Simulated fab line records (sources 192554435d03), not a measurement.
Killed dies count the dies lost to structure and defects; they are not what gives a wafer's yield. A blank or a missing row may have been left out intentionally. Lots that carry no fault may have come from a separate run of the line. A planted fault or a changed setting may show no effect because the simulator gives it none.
fab line records -- flow n5Finfet -- part 1 of 2: steps 1 to 17 of 28
record lots=5, wafers=15, lastDay=16
route steps=1938 shown BEOL_M6@1223
lots that met no fault: from a run of the same line without faults
startH: hours from the record's opening day to when the first of the lot's shown wafers began -- waitH: time in hours since the lot's previous step -- " identical to the entry in the row above -- L1.1+2: a row that stands for several wafers -- - no value present, or no start provided -- * or withheld: withheld -- < > ~ a bound
route shown NAME@n: names a module that has steps shown in the file, with the first one's number in the route -- usual: mean and standard deviation over wafers with no fault -- same: alike in all rows -- chamber/n: place in a boat -- sites: each site's reading -- _std_site: their standard deviation -- _edge_site: mean of outer sites minus mean of inner sites -- radiusMm: for every site, how far away it sits from the centre of the wafer -- mask NAME#n: copy n -- behind: the most recent tool/chamber to have shaped the wafer -- hold: what put the lot on hold/how long, in hours/how the hold closed -- device: which transistor (n, p or np) failed to switch -- end of line: at the end of the route, the tests of the same wafers -- a step given without rows: its recipe and nothing more -- killed: count of dies lost to structure and defects at first sort (not the wafer's yield) -- map: the dies of a wafer, with x for killed, . for not killed, _ for no die there
set.NAME: setting as actually run; set.NAME@STEP: the setting as run at that earlier step -- model.NAME: the simulator's own value behind a step, which no gauge read
lots at some steps of the route; a table a step, a row a wafer
services: the hour from which a tool's chamber was out of use, counted from the record's first day as startH (under 0 if before that day), plus the number of hours and why
## steps
# step N5_BEOL_M6_SOFTBAKE_23
# recipe tempC=110, timeS=60, resist=CAR-EUV
# usual exhaustPa=45.1/0.87, heaterPowerTotalW=175.4/1.7
lot.wafer,tool,chamber,startH,waitH,exhaustPa,heaterPowerTotalW
L074.1,lithoTrack-04,0,-,-,44.4,173.0
L074.2,lithoTrack-04,0,-,-,45.5,173.1
L074.6,lithoTrack-04,0,-,-,45.2,174.5
L076.1,lithoTrack-02,0,-,-,44.5,177.4
L076.2,lithoTrack-02,0,-,-,44.7,177.4
L076.4,lithoTrack-02,0,-,-,44.0,177.3
L083.2,lithoTrack-02,0,-,-,43.3,174.6
L083.5,lithoTrack-02,0,-,-,44.6,176.0
L083.6,lithoTrack-02,0,-,-,45.7,175.5
L086.1,lithoTrack-02,0,-,-,46.9,176.2
L086.2,lithoTrack-02,0,-,-,46.8,177.5
L086.3,lithoTrack-02,0,-,-,45.6,175.1
L094.3,lithoTrack-02,0,-,-,45.4,177.3
L094.5,lithoTrack-02,0,-,-,45.4,177.6
L094.6,lithoTrack-02,0,-,-,45.2,174.5
# step N5_BEOL_M6_EXPOSE_25
# recipe maskId=V5, na=0.33, sourceShape=annular, sigmaInner=0.4, sigmaOuter=0.8, polarization=unpolarized, targetCdNm=40, doseMj=45
# usual stageMsdNm=0.851/0.023
lot.wafer,tool,chamber,startH,waitH,mask,stageMsdNm
L074.1,euvScanner-02,0,182.94,-,V5#0,0.834
L074.2,euvScanner-02,0,182.94,-,V5#0,0.832
L074.6,euvScanner-02,0,182.94,-,V5#0,0.836
L076.1,euvScanner-01,0,190.33,-,V5#0,0.874
L076.2,euvScanner-01,0,190.33,-,V5#0,0.874
L076.4,euvScanner-01,0,190.33,-,V5#0,0.870
L083.2,euvScanner-02,0,235.94,-,V5#0,0.832
L083.5,euvScanner-02,0,235.94,-,V5#0,0.835
L083.6,euvScanner-02,0,235.94,-,V5#0,0.834
L086.1,euvScanner-02,0,257.09,-,V5#0,0.839
L086.2,euvScanner-02,0,257.09,-,V5#0,0.829
L086.3,euvScanner-02,0,257.09,-,V5#0,0.833
L094.3,euvScanner-02,0,298.49,-,V5#0,0.825
L094.5,euvScanner-02,0,298.49,-,V5#0,0.827
L094.6,euvScanner-02,0,298.49,-,V5#0,0.825
# step N5_BEOL_M6_PEB_26
# recipe pebTempC=100, pebTimeS=60, resist=CAR-EUV
# usual exhaustPa=45.1/0.91, heaterPowerTotalW=154.3/1
# same pebTimeS=60
lot.wafer,tool,chamber,startH,waitH,exhaustPa,heaterPowerTotalW
L074.1,lithoTrack-02,0,183.01,0.1,45.8,154.0
L074.2,lithoTrack-02,0,183.01,0.1,46.3,155.7
L074.6,lithoTrack-02,0,183.01,0.1,45.7,155.0
L076.1,lithoTrack-02,0,190.40,0.1,45.1,155.3
L076.2,lithoTrack-02,0,190.40,0.1,45.2,154.4
L076.4,lithoTrack-02,0,190.40,0.1,45.2,155.7
L083.2,lithoTrack-05,0,236.00,0.1,44.1,154.5
L083.5,lithoTrack-05,0,236.00,0.1,43.8,153.3
L083.6,lithoTrack-05,0,236.00,0.1,45.8,155.5
L086.1,lithoTrack-05,0,257.16,0.1,45.2,153.2
L086.2,lithoTrack-05,0,257.16,0.1,45.5,152.3
L086.3,lithoTrack-05,0,257.16,0.1,46.7,154.4
L094.3,lithoTrack-05,0,298.54,0.0,44.0,155.2
L094.5,lithoTrack-05,0,298.54,0.0,44.7,155.0
L094.6,lithoTrack-05,0,298.54,0.0,44.2,155.3
# step N5_BEOL_M6_DEVELOP_27
# recipe developTimeS=30, developer=TMAH, resist=CAR-EUV, rinseLiquid=surfactantRinse, dry=airSpin, devTempC=23
# usual exhaustPa=44.9/0.92
lot.wafer,tool,chamber,startH,waitH,exhaustPa
L074.1,lithoTrack-02,0,-,-,45.9
L074.2,lithoTrack-02,0,-,-,46.1
L074.6,lithoTrack-02,0,-,-,46.9
L076.1,lithoTrack-02,0,-,-,45.9
L076.2,lithoTrack-02,0,-,-,45.3
L076.4,lithoTrack-02,0,-,-,44.2
L083.2,lithoTrack-05,0,-,-,46.1
L083.5,lithoTrack-05,0,-,-,47.5
L083.6,lithoTrack-05,0,-,-,46.1
L086.1,lithoTrack-05,0,-,-,44.3
L086.2,lithoTrack-05,0,-,-,43.9
L086.3,lithoTrack-05,0,-,-,46.7
L094.3,lithoTrack-05,0,-,-,44.3
L094.5,lithoTrack-05,0,-,-,44.8
L094.6,lithoTrack-05,0,-,-,44.3
# step N5_BEOL_M6_CD_MEAS_28
# recipe targetCdNm=40, landingEnergyEv=500, detector=seInlens
# usual cdNm=39.94/0.26
lot.wafer,tool,chamber,startH,waitH,cdNm
L074.1,cdSem-01,0,183.08,-,39.86
L074.2,cdSem-01,0,183.08,-,39.59
L074.6,cdSem-01,0,183.08,-,40.27
L076.1,cdSem-03,0,190.47,-,40.32
L076.2,cdSem-03,0,190.47,-,39.71
L076.4,cdSem-03,0,190.47,-,40.19
L083.2,cdSem-03,0,236.07,-,39.86
L083.5,cdSem-03,0,236.07,-,40.12
L083.6,cdSem-03,0,236.07,-,39.83
L086.1,cdSem-03,0,257.23,-,40.11
L086.2,cdSem-03,0,257.23,-,40.16
L086.3,cdSem-03,0,257.23,-,40.09
L094.3,cdSem-01,0,298.61,-,40.37
L094.5,cdSem-01,0,298.61,-,40.04
L094.6,cdSem-01,0,298.61,-,39.94
# step N5_BEOL_M6_OVL_MEAS_29
# recipe pointsPerWafer=522
# usual V5_OVL=0.0/0.74
lot.wafer,tool,chamber,startH,waitH,V5_OVL[nm]
L074.1,overlay-02,0,183.11,0.0,0.2
L074.2,overlay-02,0,183.11,0.0,0.2
L074.6,overlay-02,0,183.11,0.0,0.1
L076.1,overlay-02,0,190.50,0.0,0.0
L076.2,overlay-02,0,190.50,0.0,0.2
L076.4,overlay-02,0,190.50,0.0,1.4
L083.2,overlay-01,0,236.11,0.0,0.5
L083.5,overlay-01,0,236.11,0.0,0.1
L083.6,overlay-01,0,236.11,0.0,1.4
L086.1,overlay-01,0,257.26,0.0,0.2
L086.2,overlay-01,0,257.26,0.0,-1.0
L086.3,overlay-01,0,257.26,0.0,0.3
L094.3,overlay-01,0,298.65,0.0,0.8
L094.5,overlay-01,0,298.65,0.0,0.8
L094.6,overlay-01,0,298.65,0.0,-0.5
# step N5_BEOL_M6_INSPECT_30
# recipe mode=adi, inspectInstrument=brightfield
# usual rawDefectCount=394/87
lot.wafer,tool,chamber,startH,waitH,rawDefectCount
L074.1,defectInspect-01,-,183.17,0.1,394
L074.2,defectInspect-01,-,183.17,0.1,208
L074.6,defectInspect-01,-,183.17,0.1,389
L076.1,defectInspect-02,-,190.56,0.1,252
L076.2,defectInspect-02,-,190.56,0.1,289
L076.4,defectInspect-02,-,190.56,0.1,298
L083.2,defectInspect-01,-,236.16,0.0,348
L083.5,defectInspect-01,-,236.16,0.0,339
L083.6,defectInspect-01,-,236.16,0.0,329
L086.1,defectInspect-02,-,257.31,0.1,516
L086.2,defectInspect-02,-,257.31,0.1,400
L086.3,defectInspect-02,-,257.31,0.1,441
L094.3,defectInspect-02,-,298.69,0.0,426
L094.5,defectInspect-02,-,298.69,0.0,460
L094.6,defectInspect-02,-,298.69,0.0,355
# step N5_BEOL_M6_DESCUM_33
# recipe chemistry=O2, timeS=7, sourcePowerW=50, biasPowerW=20, pressureMtorr=20, rfFrequencyHz=2.712e+07, tempC=40, resist=CAR-EUV, o2FlowSccm=225
# usual drypumpMotorCurrentA=5.7/0.33, oesProductAu=0.80/0.086, rfVppV=243.5/1.5, showerheadPlenumPTorr=2.11/0.07, throttleValvePct=20.48/0.21
lot.wafer,tool,chamber,startH,waitH,drypumpMotorCurrentA,oesProductAu,rfHoursCounterH,rfVppV,showerheadPlenumPTorr,throttleValvePct
L074.1,rieDiel-01,3,183.36,0.2,5.1,0.83,73,245.4,2.13,20.28
L074.2,rieDiel-01,2,183.36,0.2,6.0,0.67,239,242.1,1.97,20.47
L074.6,rieDiel-01,1,183.36,0.2,5.7,0.71,-,244.8,2.15,20.36
L076.1,rieDiel-01,3,190.63,0.1,5.2,0.82,75,243.2,2.13,20.27
L076.2,rieDiel-01,2,190.63,0.1,6.0,0.67,241,241.5,1.97,20.47
L076.4,rieDiel-01,1,190.63,0.1,5.8,0.71,190,244.0,2.14,20.37
L083.2,rieDiel-02,0,236.24,0.1,5.8,0.70,214,241.2,2.00,20.63
L083.5,rieDiel-02,3,236.24,0.1,5.3,0.73,-,243.9,2.08,20.75
L083.6,rieDiel-02,0,236.24,0.1,5.8,0.69,-,241.2,2.00,20.63
L086.1,rieDiel-01,3,257.35,0.0,5.2,0.79,105,243.7,2.12,20.32
L086.2,rieDiel-01,0,257.35,0.0,6.1,0.87,53,242.4,2.05,20.75
L086.3,rieDiel-01,2,257.35,0.0,6.0,0.94,11,247.0,2.22,20.29
L094.3,rieDiel-05,3,298.73,0.0,5.8,0.81,111,244.8,2.22,20.40
L094.5,rieDiel-05,2,298.73,0.0,5.6,0.74,-,242.9,2.02,20.78
L094.6,rieDiel-05,0,298.73,0.0,6.3,0.94,-,243.4,2.13,20.16
# step N5_BEOL_M6_ETCH_72
# recipe chemistry=N2/H2, target=underlayer, targetDepthA=65, maskMaterial=CAR-EUV, timeS=5.2, ionEnergyEv=200, pressureMtorr=30, sourceW=840, biasW=150, n2FlowSccm=200, h2FlowSccm=200, ends=cleared
# usual drypumpMotorCurrentA=5.7/0.33, etchRfOnTimeS=5.15/0.16, oesProductAu=0.68/0.074, rfVppV=524.5/2.8, showerheadPlenumPTorr=2.56/0.098, throttleValvePct=17.87/0.2
lot.wafer,tool,chamber,startH,waitH,drypumpMotorCurrentA,etchRfOnTimeS,oesProductAu,rfHoursCounterH,rfVppV,showerheadPlenumPTorr,throttleValvePct
L074.1,rieDiel-01,3,183.39,0.0,5.1,5.01,0.71,73,525.0,2.56,17.52
L074.2,rieDiel-01,2,183.39,0.0,6.1,4.96,0.60,239,522.2,2.40,18.00
L074.6,rieDiel-01,1,183.39,0.0,5.8,5.18,0.61,-,526.5,2.60,17.78
L076.1,rieDiel-01,3,190.66,0.0,5.2,5.00,0.72,75,523.2,2.56,17.52
L076.2,rieDiel-01,2,190.66,0.0,6.1,4.96,0.59,241,520.9,2.40,18.01
L076.4,rieDiel-01,1,190.66,0.0,5.8,5.17,0.60,190,527.5,2.60,17.73
L083.2,rieDiel-02,0,236.27,0.0,5.8,5.28,0.60,214,521.0,2.41,17.94
L083.5,rieDiel-02,3,236.27,0.0,5.4,5.11,0.62,-,524.1,2.52,18.09
L083.6,rieDiel-02,0,236.27,0.0,5.8,5.27,0.60,-,519.9,2.41,17.95
L086.1,rieDiel-01,3,257.38,0.0,5.2,5.00,0.69,105,524.5,2.55,17.60
L086.2,rieDiel-01,0,257.38,0.0,6.1,5.24,0.73,53,521.4,2.49,18.09
L086.3,rieDiel-01,2,257.38,0.0,6.0,4.82,0.82,11,527.6,2.71,17.72
L094.3,rieDiel-05,3,298.76,0.0,5.8,5.33,0.66,111,527.7,2.67,17.72
L094.5,rieDiel-05,2,298.76,0.0,5.6,5.25,0.62,-,518.4,2.42,18.04
L094.6,rieDiel-05,0,298.76,0.0,6.3,5.13,0.81,-,527.0,2.62,17.92
# step N5_BEOL_M6_ETCH_65
# recipe chemistry=CF4, target=SiARC, targetDepthA=156, maskMaterial=CAR-EUV, timeS=26, ionEnergyEv=80, pressureMtorr=40, sourceW=545, biasW=36, Ar_flow_sccm=100, cf4FlowSccm=100, ends=cleared
# usual drypumpMotorCurrentA=5.7/0.33, etchRfOnTimeS=25.7/0.77, oesProductAu=0.68/0.074, rfVppV=184.2/1.3, showerheadPlenumPTorr=2.15/0.082, throttleValvePct=15.61/0.18
lot.wafer,tool,chamber,startH,waitH,drypumpMotorCurrentA,etchRfOnTimeS,oesProductAu,rfHoursCounterH,rfVppV,showerheadPlenumPTorr,throttleValvePct
L074.1,rieDiel-01,3,183.41,0.0,5.2,24.7,0.73,73,185.2,2.16,15.34
L074.2,rieDiel-01,2,183.41,0.0,6.0,24.7,0.60,239,181.6,2.03,15.78
L074.6,rieDiel-01,1,183.41,0.0,5.7,25.8,0.62,-,185.5,2.22,15.74
L076.1,rieDiel-01,3,190.68,0.0,5.1,24.7,0.72,75,184.8,2.16,15.35
L076.2,rieDiel-01,2,190.68,0.0,6.0,24.8,0.60,241,181.0,2.03,15.78
L076.4,rieDiel-01,1,190.68,0.0,5.8,25.9,0.61,190,185.8,2.22,15.73
L083.2,rieDiel-02,0,236.29,0.0,5.8,25.9,0.61,214,182.0,2.01,15.70
L083.5,rieDiel-02,3,236.29,0.0,5.4,25.6,0.63,-,183.2,2.13,15.94
L083.6,rieDiel-02,0,236.29,0.0,5.8,26.0,0.60,-,182.8,2.01,15.71
L086.1,rieDiel-01,3,257.40,0.0,5.1,25.2,0.69,105,183.6,2.15,15.41
L086.2,rieDiel-01,0,257.40,0.0,6.1,26.6,0.73,53,182.8,2.10,15.73
L086.3,rieDiel-01,2,257.40,0.0,6.0,24.6,0.82,11,184.9,2.28,15.38
L094.3,rieDiel-05,3,298.78,0.0,5.8,26.0,0.67,111,184.2,2.24,15.45
L094.5,rieDiel-05,2,298.78,0.0,5.6,25.8,0.64,-,182.5,2.02,15.73
L094.6,rieDiel-05,0,298.78,0.0,6.3,25.9,0.81,-,185.0,2.19,15.35
# step N5_BEOL_M6_ETCH_66
# recipe chemistry=N2/H2, target=SOC, targetDepthA=800, overetchA=160, maskMaterial=SiARC, tempC=40, timeS=120, ionEnergyEv=200, pressureMtorr=30, sourceW=840, biasW=150, n2FlowSccm=200, h2FlowSccm=200
# usual drypumpMotorCurrentA=5.7/0.33, oesProductAu=0.61/0.061, rfVppV=524.2/2.7, showerheadPlenumPTorr=2.56/0.098, throttleValvePct=17.83/0.2
lot.wafer,tool,chamber,startH,waitH,drypumpMotorCurrentA,oesProductAu,rfHoursCounterH,rfVppV,showerheadPlenumPTorr,throttleValvePct
L074.1,rieDiel-01,3,183.44,0.0,5.2,0.64,73,524.8,2.56,17.49
L074.2,rieDiel-01,2,183.44,0.0,6.1,0.52,239,520.4,2.40,17.96
L074.6,rieDiel-01,1,183.44,0.0,5.8,0.55,-,525.8,2.60,17.71
L076.1,rieDiel-01,3,190.71,0.0,5.2,0.63,75,524.8,2.56,17.50
L076.2,rieDiel-01,2,190.71,0.0,6.0,0.53,241,519.5,2.40,17.98
L076.4,rieDiel-01,1,190.71,0.0,5.8,0.55,190,527.5,2.60,17.71
L083.2,rieDiel-02,0,236.32,0.0,5.8,0.53,214,520.1,2.41,17.89
L083.5,rieDiel-02,3,236.32,0.0,5.4,0.55,-,522.3,2.52,18.05
L083.6,rieDiel-02,0,236.32,0.0,5.8,0.54,-,520.4,2.41,17.89
L086.1,rieDiel-01,3,257.43,0.0,5.2,0.61,105,524.5,2.55,17.55
L086.2,rieDiel-01,0,257.43,0.0,6.1,0.66,53,520.7,2.49,18.04
L086.3,rieDiel-01,2,257.43,0.0,6.0,0.71,11,527.3,2.71,17.66
L094.3,rieDiel-05,3,298.81,0.0,5.8,0.61,111,526.8,2.67,17.66
L094.5,rieDiel-05,2,298.81,0.0,5.6,0.56,-,521.4,2.42,18.00
L094.6,rieDiel-05,0,298.81,0.0,6.3,0.73,-,524.3,2.62,17.89
# step N5_BEOL_M6_STRIP_69
# recipe chemistry=N2/H2, tempC=40, n2FlowSccm=200, h2FlowSccm=200, rfFrequencyHz=6e+07
lot.wafer,tool,chamber,startH,waitH
L074.1+2+6,rieDiel-01,"3,2,1",183.52,0.0
L076.1+2+4,rieDiel-01,"3,2,1",190.79,0.0
L083.2+5+6,rieDiel-02,"0,3,0",236.40,0.0
L086.1+2+3,rieDiel-01,"3,0,2",257.51,0.0
L094.3+5+6,rieDiel-05,"3,2,0",298.89,0.0
# step N5_BEOL_M6_STRIP_73
# recipe chemistry=N2/H2, tempC=40, n2FlowSccm=200, h2FlowSccm=200, rfFrequencyHz=6e+07
lot.wafer,tool,chamber,startH,waitH
L074.1+2+6,rieDiel-01,"3,2,1",183.53,0.0
L076.1+2+4,rieDiel-01,"3,2,1",190.80,0.0
L083.2+5+6,rieDiel-02,"0,3,0",236.41,0.0
L086.1+2+3,rieDiel-01,"3,0,2",257.52,0.0
L094.3+5+6,rieDiel-05,"3,2,0",298.90,0.0
# step N5_BEOL_M6_VIA_ETCH_34
# recipe chemistry=C4F6/O2, target=SiCOH_lowk, targetDepthA=1263, maskMaterial=SOC, taperDeg=4, timeS=50.9, ionEnergyEv=250, pressureMtorr=30, sourceW=345, biasW=185, Ar_flow_sccm=300, C4F6_flow_sccm=10, O2_flow_sccm=10
# usual drypumpMotorCurrentA=5.7/0.33, oesProductAu=0.80/0.086, rfVppV=654/12, showerheadPlenumPTorr=2.87/0.11, throttleValvePct=20.93/0.24
lot.wafer,tool,chamber,startH,waitH,drypumpMotorCurrentA,oesProductAu,rfHoursCounterH,rfVppV,showerheadPlenumPTorr,throttleValvePct
L074.1,rieDiel-01,3,183.54,0.0,5.2,0.84,73,638,2.85,20.52
L074.2,rieDiel-01,2,183.54,0.0,6.0,0.70,239,649,2.72,21.09
L074.6,rieDiel-01,1,183.54,0.0,5.8,0.71,-,648,2.95,21.00
L076.1,rieDiel-01,3,190.81,0.0,5.2,0.84,75,636,2.85,20.51
L076.2,rieDiel-01,2,190.81,0.0,6.0,0.69,241,650,2.71,21.09
L076.4,rieDiel-01,1,190.81,0.0,5.7,0.71,190,647,2.95,21.01
L083.2,rieDiel-02,0,236.42,0.0,5.8,0.69,214,653,2.68,20.86
L083.5,rieDiel-02,3,236.42,0.0,5.4,0.74,-,679,2.84,21.31
L083.6,rieDiel-02,0,236.42,0.0,5.8,0.70,-,654,2.69,20.87
L086.1,rieDiel-01,3,257.53,0.0,5.1,0.80,105,638,2.84,20.57
L086.2,rieDiel-01,0,257.53,0.0,6.1,0.86,53,648,2.81,21.25
L086.3,rieDiel-01,2,257.53,0.0,6.0,0.96,11,661,3.05,20.87
L094.3,rieDiel-05,3,298.91,0.0,5.8,0.78,111,661,2.99,20.76
L094.5,rieDiel-05,2,298.91,0.0,5.6,0.73,-,659,2.68,20.82
L094.6,rieDiel-05,0,298.91,0.0,6.3,0.95,-,686,2.92,20.74
# step N5_BEOL_M6_STRIP_76
# recipe chemistry=C4F6/O2, resist=SiARC, rfFrequencyHz=6e+07
lot.wafer,tool,chamber,startH,waitH
L074.1+2+6,rieDiel-01,"3,2,1",183.58,0.0
L076.1+2+4,rieDiel-01,"3,2,1",190.85,0.0
L083.2+5+6,rieDiel-02,"0,3,0",236.46,0.0
L086.1+2+3,rieDiel-01,"3,0,2",257.57,0.0
L094.3+5+6,rieDiel-05,"3,2,0",298.95,0.0
# step N5_BEOL_M6_STRIP_36
# recipe chemistry=N2/H2, powerW=450, tempC=40, pressureMtorr=20, rfFrequencyHz=6e+07, overashFraction=0.3, biasPowerW=7, h2Frac=0.5, n2FlowSccm=200, h2FlowSccm=200
# usual drypumpMotorCurrentA=5.7/0.33, oesProductAu=0.80/0.085, rfVppV=59.3/1.4, showerheadPlenumPTorr=2.55/0.098, throttleValvePct=23.69/0.29
lot.wafer,tool,chamber,startH,waitH,drypumpMotorCurrentA,oesProductAu,rfHoursCounterH,rfVppV,showerheadPlenumPTorr,throttleValvePct
L074.1,rieDiel-01,3,183.59,0.0,5.2,0.83,73,60.7,2.56,23.29
L074.2,rieDiel-01,2,183.59,0.0,6.0,0.68,239,58.9,2.40,23.71
L074.6,rieDiel-01,1,183.59,0.0,5.8,0.71,-,59.1,2.60,23.47
L076.1,rieDiel-01,3,190.86,0.0,5.2,0.84,75,60.2,2.56,23.31
L076.2,rieDiel-01,2,190.86,0.0,6.0,0.67,241,59.7,2.40,23.72
L076.4,rieDiel-01,1,190.86,0.0,5.8,0.70,190,59.5,2.60,23.47
L083.2,rieDiel-02,0,236.47,0.0,5.8,0.71,214,59.4,2.41,23.47
L083.5,rieDiel-02,3,236.47,0.0,5.5,0.74,-,59.2,2.51,23.84
L083.6,rieDiel-02,0,236.47,0.0,5.8,0.71,-,58.2,2.41,23.46
L086.1,rieDiel-01,3,257.58,0.0,5.2,0.81,105,58.7,2.55,23.34
L086.2,rieDiel-01,0,257.58,0.0,6.1,0.88,53,57.9,2.49,24.03
L086.3,rieDiel-01,2,257.58,0.0,6.0,0.94,11,58.8,2.71,23.69
L094.3,rieDiel-05,3,298.96,0.0,5.8,0.80,111,59.1,2.67,23.46
L094.5,rieDiel-05,2,298.96,0.0,5.6,0.74,-,59.3,2.42,23.72
L094.6,rieDiel-05,0,298.96,0.0,6.3,0.94,-,60.3,2.62,24.09
# step N5_BEOL_M6_TRENCH_ETCH_37
# recipe chemistry=C4F6/O2, targetDepthA=944.35, target=SiCOH_lowk, timeS=31.5, ionEnergyEv=250, pressureMtorr=30, sourceW=345, biasW=185, Ar_flow_sccm=300, C4F6_flow_sccm=10, O2_flow_sccm=10
# usual drypumpMotorCurrentA=5.7/0.33, oesProductAu=0.80/0.086, rfVppV=654/12, showerheadPlenumPTorr=2.87/0.11, throttleValvePct=20.97/0.23
lot.wafer,tool,chamber,startH,waitH,drypumpMotorCurrentA,oesProductAu,rfHoursCounterH,rfVppV,showerheadPlenumPTorr,throttleValvePct
L074.1,rieDiel-01,3,-,-,5.2,0.84,73,638,2.85,20.55
L074.2,rieDiel-01,2,-,-,6.0,0.69,239,651,2.71,21.12
L074.6,rieDiel-01,1,-,-,5.8,0.71,-,648,2.95,21.05
L076.1,rieDiel-01,3,-,-,5.2,0.84,75,637,2.85,20.55
L076.2,rieDiel-01,2,-,-,6.1,0.69,241,649,2.71,21.13
L076.4,rieDiel-01,1,-,-,5.8,0.70,190,647,2.95,21.06
L083.2,rieDiel-02,0,-,-,5.8,0.69,214,652,2.68,20.90
L083.5,rieDiel-02,3,-,-,5.4,0.73,-,679,2.84,21.32
L083.6,rieDiel-02,0,-,-,5.8,0.70,-,654,2.68,20.89
L086.1,rieDiel-01,3,-,-,5.2,0.80,105,636,2.84,20.61
L086.2,rieDiel-01,0,-,-,6.1,0.85,53,648,2.81,21.28
L086.3,rieDiel-01,2,-,-,6.0,0.96,11,660,3.05,20.90
L094.3,rieDiel-05,3,-,-,5.8,0.78,111,659,2.99,20.79
L094.5,rieDiel-05,2,-,-,5.6,0.74,-,660,2.67,20.86
L094.6,rieDiel-05,0,-,-,6.3,0.96,-,686,2.92,20.79
